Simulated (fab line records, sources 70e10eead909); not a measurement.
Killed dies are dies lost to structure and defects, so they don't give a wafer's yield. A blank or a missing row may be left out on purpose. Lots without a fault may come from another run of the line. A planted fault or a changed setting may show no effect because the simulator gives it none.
Chamber matching | flow nand_harc | NHARC_P_GATE_STRIP_108 on rie_diel-07: 4 sister chambers
The step strips in O2. 14 wafers are shown with their chamber, then 7 later ones without.

WAFERS WITH THEIR CHAMBER
wafer  | chamber | showerhead_plenum_p_Torr (Torr) | oes_product_au (a.u.) | rf_vpp_V (V)
L075.1 | 1       | 3.39                            | 0.977                 | 56.8
L075.3 | 3       | 3.63                            | 1.001                 | 59.5
L075.5 | 0       | 3.53                            | 0.997                 | 59.3
L080.1 | 2       | 3.30                            | 1.004                 | 56.5
L080.4 | 0       | 3.53                            | 0.978                 | 58.0
L080.6 | 3       | 3.63                            | 0.995                 | 56.9
L086.2 | 0       | 3.53                            | 0.975                 | 58.0
L086.3 | 1       | 3.39                            | 0.979                 | 56.8
L086.5 | 2       | 3.30                            | 0.991                 | 57.6
L087.3 | 2       | 3.29                            | 0.998                 | 56.4
L087.5 | 2       | 3.30                            | 0.997                 | 57.8
L087.6 | 1       | 3.38                            | 0.989                 | 57.1
L089.2 | 0       | 3.53                            | 0.983                 | 57.8
L089.3 | 1       | 3.38                            | 0.991                 | 56.6

SIGNATURES (means of the wafers above)
reading                  | chamber 0 | chamber 1 | chamber 2 | chamber 3 | scatter within a chamber
showerhead_plenum_p_Torr | 3.5300    | 3.3850    | 3.2975    | 3.6300    | 0.00418
oes_product_au           | 0.98325   | 0.98400   | 0.99750   | 0.99800   | 0.00732
rf_vpp_V                 | 58.275    | 56.825    | 57.075    | 58.200    | 0.808
Rule: a wafer's distance from a chamber is the root of the sum, over the readings, of the square of ((its reading less the chamber's mean) divided by the reading's scatter). The wafer belongs to the nearest chamber; if the next one is less than 2 further off, it can't be placed. The scatter: the root of (the sum of the squares of (reading less its chamber's mean) over the shown wafers, divided by (wafers less chambers)).

WAFERS WITHOUT THEIR CHAMBER
wafer  | showerhead_plenum_p_Torr (Torr) | oes_product_au (a.u.) | rf_vpp_V (V)
L089.5 | 3.53                            | 0.978                 | 58.0
L090.2 | 3.53                            | 0.983                 | 59.4
L090.3 | 3.38                            | 0.995                 | 57.6
L090.6 | 3.63                            | 0.993                 | 58.3
L095.2 | 3.63                            | 0.994                 | 58.5
L095.3 | 3.29                            | 0.986                 | 57.4
L095.6 | 3.29                            | 0.988                 | 56.7

WHICH CHAMBER EACH WENT THROUGH
wafer  | from the rows above | in truth
L089.5 | 0                   | 0
L090.2 | 0                   | 0
L090.3 | 1                   | 1
L090.6 | 3                   | 3
L095.2 | 3                   | 3
L095.3 | 2                   | 2
L095.6 | 2                   | 2
Placed correctly: 7 of 7. Can't be placed from these rows: 0. Placed wrongly: 0.
